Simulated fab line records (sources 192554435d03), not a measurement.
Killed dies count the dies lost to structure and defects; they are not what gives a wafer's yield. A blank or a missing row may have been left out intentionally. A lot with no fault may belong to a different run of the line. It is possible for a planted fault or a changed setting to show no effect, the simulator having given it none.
Lot-split experiment | flow n5_finfet | on a route of 1938 steps: 7 lots, 21 wafers read

## ON THE SPLIT
At N5_BEOL_M11_COAT_63 (time 60 s, resist thk 100 nm), the setting spin_rpm was moved away from the recipe's 1500 rpm on 7 of the 21 wafers read, by -8.9% to +11.0%. The other wafers ran this setting at the recipe's value.

## FROM THE SPLIT TO THE READING: what the file shows between them, 10 steps
- N5_BEOL_M11_COAT_22: resist thk 90 nm (also split here: spin_rpm)
- N5_BEOL_M11_EBR_24
- N5_BEOL_M11_SOFTBAKE_23: time 60 s
- N5_BEOL_M11_EXPOSE_25: exposes mask V10
- N5_BEOL_M11_PEB_26: peb time 60 s
- N5_BEOL_M11_DEVELOP_27: develop time 30 s
- N5_BEOL_M11_DESCUM_33: chemistry O2, time 7.9 s
- N5_BEOL_M11_ETCH_65: etches SiARC in CF4, target depth 39 nm, time 65 s
- N5_BEOL_M11_ETCH_66: etches SOC in N2/H2, target depth 120 nm, overetch 24 nm, time 180 s
- N5_BEOL_M11_STRIP_69: strips in N2/H2

## THE READING
SOC_of_BEOL_M11_COAT_63.thk_nm (the simulator's own value, which no gauge read), in nm, at N5_BEOL_M11_VIA_ETCH_34 (etches SiCOH lowk in C4F6/O2, target depth 184.5 nm, time 69.2 s). The file does not state a usual value for it. The 14 wafers here that ran the recipe average 91.9 nm, standard deviation 0.22 nm.

wafer  | tool, chamber at the split | spin_rpm as run, rpm | against the recipe | SOC_of_BEOL_M11_COAT_63.thk_nm, nm | against lot-mates on the recipe
L076.2 | litho_track-02, 0          | 1500                 | recipe             | 91.6                               | -
L076.3 | litho_track-02, 0          | 1500                 | recipe             | 91.8                               | -
L076.6 | litho_track-02, 0          | 1500                 | recipe             | 92                                 | -
L077.1 | litho_track-01, 0          | 1500                 | recipe             | 91.8                               | -
L077.3 | litho_track-01, 0          | 1500                 | recipe             | 91.8                               | -
L077.5 | litho_track-01, 0          | 1500                 | recipe             | 91.8                               | -
L090.2 | litho_track-01, 0          | 1436                 | -4.3%              | 94.2                               | +2.3
L090.3 | litho_track-01, 0          | 1500                 | recipe             | 91.8                               | -
L090.6 | litho_track-01, 0          | 1500                 | recipe             | 92                                 | -
L089.1 | litho_track-05, 0          | 1433                 | -4.5%              | 94.2                               | +2.4
L089.4 | litho_track-05, 0          | 1500                 | recipe             | 92                                 | -
L089.5 | litho_track-05, 0          | 1500                 | recipe             | 91.6                               | -
L095.1 | litho_track-02, 0          | 1500                 | recipe             | 91.6                               | -
L095.2 | litho_track-02, 0          | 1665                 | +11.0%             | 87                                 | -4.6
L095.5 | litho_track-02, 0          | 1665                 | +11.0%             | 86.4                               | -5.2
L094.1 | litho_track-02, 0          | 1500                 | recipe             | 92.2                               | -
L094.2 | litho_track-02, 0          | 1366                 | -8.9%              | 96.8                               | +4.6
L094.3 | litho_track-02, 0          | 1366                 | -8.9%              | 97.2                               | +5.0
L097.4 | litho_track-02, 0          | 1386                 | -7.6%              | 95.8                               | +3.6
L097.5 | litho_track-02, 0          | 1500                 | recipe             | 92.4                               | -
L097.6 | litho_track-02, 0          | 1500                 | recipe             | 92                                 | -

FIT RESULTS
A straight line over all 21 wafers: SOC_of_BEOL_M11_COAT_63.thk_nm changes by -0.511 nm for each +1% of spin_rpm; r = -0.99; the points scatter about the line by 0.3 nm.
The same after taking each lot's own level away (the mean of its wafers on the recipe; 21 wafers): -0.483 nm for each +1%; r = -0.99; scatter 0.25 nm.
The reading moves by 5.3 nm for the largest change in spin_rpm, on that fit.
Measured against the standard deviation above, the lots' own levels, which go from 91.60 to 92.20 nm, span 2.7 times it.
The two slopes are in agreement: the lot-to-lot level therefore moves the slope only a little.
Check: -5.49 nm against its lot-mates is what the line predicts for one of the wafers moved furthest among these (+11.0%) when that wafer is left out of the fit. Against them it came out at -4.6 nm.

## THE OTHER SPLITS THESE WAFERS WENT THROUGH
Other splits were also applied to these wafers ahead of the reading. Each is held against what the fit with the lots' levels taken away leaves over:
other split on the same wafers     | wafers away from the commonest value | r with SOC_of_BEOL_M11_COAT_63.thk_nm (lot level and that fit taken away)
N5_BEOL_M8_TRENCH_ETCH_37 source_w | 7                                    | -0.16
N5_BEOL_M11_COAT_22 spin_rpm       | 10                                   | +0.08

## THE WHOLE CHAIN: every reading that the file lists as answering this split, in the file's order
step                    | what it does                                                         | reading                                                                         | change (the file's fit)               | r (the file's)
N5_BEOL_M11_COAT_63     | time 60 s, resist thk 100 nm                                         | SOC_of_BEOL_M11_COAT_63.thk_nm (the simulator's own value, which no gauge read) | -0.497 nm for each +1% of the setting | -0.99
N5_BEOL_M11_ETCH_66     | etches SOC in N2/H2, target depth 120 nm, overetch 24 nm, time 180 s | etch.depth_nm (the simulator's own value, which no gauge read)                  | -0.493 nm for each +1% of the setting | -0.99
N5_BEOL_M11_VIA_ETCH_34 | etches SiCOH lowk in C4F6/O2, target depth 184.5 nm, time 69.2 s     | SOC_of_BEOL_M11_COAT_63.thk_nm (the simulator's own value, which no gauge read) | -0.488 nm for each +1% of the setting | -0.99

## THE FILE'S OWN FIT
SOC_of_BEOL_M11_COAT_63.thk_nm changes by -0.488 nm for each +1% of spin_rpm, r = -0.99.
